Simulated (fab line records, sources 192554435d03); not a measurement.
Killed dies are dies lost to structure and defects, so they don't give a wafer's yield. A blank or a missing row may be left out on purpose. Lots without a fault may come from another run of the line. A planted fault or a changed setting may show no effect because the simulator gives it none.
A struck lot beside a sound one | flow n5_finfet | 16 steps out of a route of 1938
Sound: wafers L519.1, L519.2, L519.5. Struck: wafer L525.2. (L525.6 of the same lot was not struck and is left out.) The cause comes at the end.
At each step with rows: each side's tool, then ch and its chambers, then its first start. Under that, the readings that differ: sound wafers | struck wafers | difference of the means | sigmas: that difference in standard deviations of wafers without a fault.
alike: readings whose means differ by less than 2 such deviations, and words and numbers that are the same on both sides. not compared: withheld readings, readings that some wafer has no value for, bounds like >300 that may hide the same value, and numbers for which the record gives no deviation and whose values overlap.
The two part at a step that has a row with sigmas, a row that says differs or no value, or rows on one side only. Numbers that don't overlap but have no deviation are shown without sigmas and don't part them. A reading that every wafer of one side lacks parts them only if that side has two wafers or more.

first, 4 steps without rows for these wafers: N5_BEOL_M2_SOFTBAKE_23 (time 60 s); N5_BEOL_M2_EXPOSE_25 (exposes mask V1, defocus 5 nm); N5_BEOL_M2_PEB_26 (peb time 60 s); N5_BEOL_M2_DEVELOP_27 (develop time 30 s).
N5_BEOL_M2_CD_MEAS_28: target cd 26.2 nm, target cd y 24.1 nm.
  sound on cd_sem-03 ch 0, day 6 21:07; struck on cd_sem-03 ch 0, day 8 22:56
  reading    | sound             | struck | difference | sigmas
  cd_nm (nm) | 25.95 26.31 26.19 | 25.51  | -0.64      | -2
N5_BEOL_M2_OVL_MEAS_29:
  sound on overlay-02 ch 0, day 6 21:10; struck on overlay-01 ch 0, day 8 22:58
  alike: V1_OVL
N5_BEOL_M2_INSPECT_30: inspects for defects (brightfield).
  sound on defect_inspect-01, day 6 21:13; struck on defect_inspect-01, day 8 23:01
  alike: raw_defect_count
N5_BEOL_M2_DESCUM_33: chemistry O2, time 7 s.
  sound on rie_diel-04 ch 0,3, day 6 21:15; struck on rie_diel-01 ch 3, day 8 23:13
  reading                     | sound       | struck | difference | sigmas
  drypump_motor_current_A (A) | 6.2 6.2 6.2 | 5.5    | -0.7       | -2
  alike: oes_product_au, rf_vpp_V, showerhead_plenum_p_Torr, throttle_valve_pct
  not compared: rf_hours_counter_h
N5_BEOL_M2_ETCH_77: etches underlayer in N2/H2, target depth 6.5 nm, time 5.2 s.
  sound on rie_diel-04 ch 0,3, day 6 21:17; struck on rie_diel-01 ch 3, day 8 23:15
  reading                     | sound       | struck | difference | sigmas
  drypump_motor_current_A (A) | 6.2 6.2 6.2 | 5.5    | -0.7       | -2
  alike: etch_rf_on_time_s, oes_product_au, rf_vpp_V, showerhead_plenum_p_Torr, throttle_valve_pct
  not compared: rf_hours_counter_h
N5_BEOL_M2_ETCH_69: etches SiARC in CF4, target depth 15.6 nm, time 26 s.
  sound on rie_diel-04 ch 0,3, day 6 21:18; struck on rie_diel-01 ch 3, day 8 23:16
  reading                     | sound       | struck | difference | sigmas
  drypump_motor_current_A (A) | 6.2 6.1 6.2 | 5.5    | -0.7       | -2
  alike: etch_rf_on_time_s, oes_product_au, rf_vpp_V, showerhead_plenum_p_Torr, throttle_valve_pct
  not compared: rf_hours_counter_h
N5_BEOL_M2_ALD_98: deposits SiO2, target thk 2.5 nm, pulse time 1 s, co reactant pulse time 1 s.
  sound on ald_sin-02 ch 0,2,3, day 6 21:23; struck on ald_sin-01 ch 0, day 8 23:21
  alike: heater_power_w, precursor_pulse_height_rel, susceptor_temp_C
N5_BEOL_M2_ETCHBACK_99: etches SiO2 in CHF3, target depth 5 nm, time 10.4 s.
  sound on rie_diel-04 ch 0,1,2, day 6 22:24; struck on rie_diel-04 ch 1, day 9 02:01
  alike: drypump_motor_current_A, oes_product_au, rf_vpp_V, showerhead_plenum_p_Torr, throttle_valve_pct
  not compared: rf_hours_counter_h
N5_BEOL_M2_ETCH_70: etches SOC in N2/H2, target depth 80 nm, overetch 24 nm, time 130 s.
  sound on rie_diel-04 ch 0,1,2, day 6 22:26; struck on rie_diel-04 ch 1, day 9 02:02
  reading                                    | sound     | struck | difference | sigmas
  model.SiARC_of_BEOL_M2_COAT_68.thk_nm (nm) | 5.4 6 5.6 | 3.4    | -2.3       |
  alike: drypump_motor_current_A, oes_product_au, rf_vpp_V, showerhead_plenum_p_Torr, throttle_valve_pct
  not compared: rf_hours_counter_h
then, 1 step without rows for these wafers: N5_BEOL_M2_STRIP_71 (strips in N2/H2).
N5_BEOL_M4_RC_MEAS_101:
  sound on prober-02 ch 0, day 8 00:37; struck on prober-01 ch 0, day 10 03:56
  alike: DIBL_N, DIBL_P, IOFF_N, IOFF_P, ION_N, ION_P, SS_N, SS_P, VT_N, VT_P
-- the record jumps here: 4 days lie between the struck wafers' starts before and after (it left off in module BEOL_M4 and takes up again in module PASSIVATION, whose first step shown is number 1936 of the route) --
N5_PASSIVATION_PROBE_49:
  sound on prober-02, day 12 12:11; struck on prober-02, day 14 13:38
  reading                  | sound          | struck | difference | sigmas
  defect_limited_yield (%) | 93.3 93.5 95.1 | 87.6   | -6.4       | -4
  killed_at_contacts       | 7 12 7         | 30     | +21        | +4
  killed_at_front_end      | 32 29 24       | 69     | +41        | +3
  killed_dies              | 79 77 58       | 146    | +75        | +4
  killed_open              | 45 43 45       | 100    | +56        | +4
  killed_short             | 32 34 13       | 46     | +20        | +2
  sort_bin_5_function (%)  | 4.0 4.5 3.1    | 8.1    | +4.2       | +4
  sort_bin_6_memory (%)    | 2.4 1.5 1.9    | 3.7    | +1.8       | +2
  sort_n_pass              | 1101 1103 1122 | 1034   | -75        | -4
  sort_yield_pct (%)       | 93.3 93.5 95.1 | 87.6   | -6.4       | -4
  alike: killed_at_M0_to_M3, killed_at_M4_up, killed_at_other, sort_bin_4_leakage

WHERE THEY PART
First at N5_BEOL_M2_CD_MEAS_28; last, within this record, at N5_PASSIVATION_PROBE_49.

WHY: what the simulator had put in
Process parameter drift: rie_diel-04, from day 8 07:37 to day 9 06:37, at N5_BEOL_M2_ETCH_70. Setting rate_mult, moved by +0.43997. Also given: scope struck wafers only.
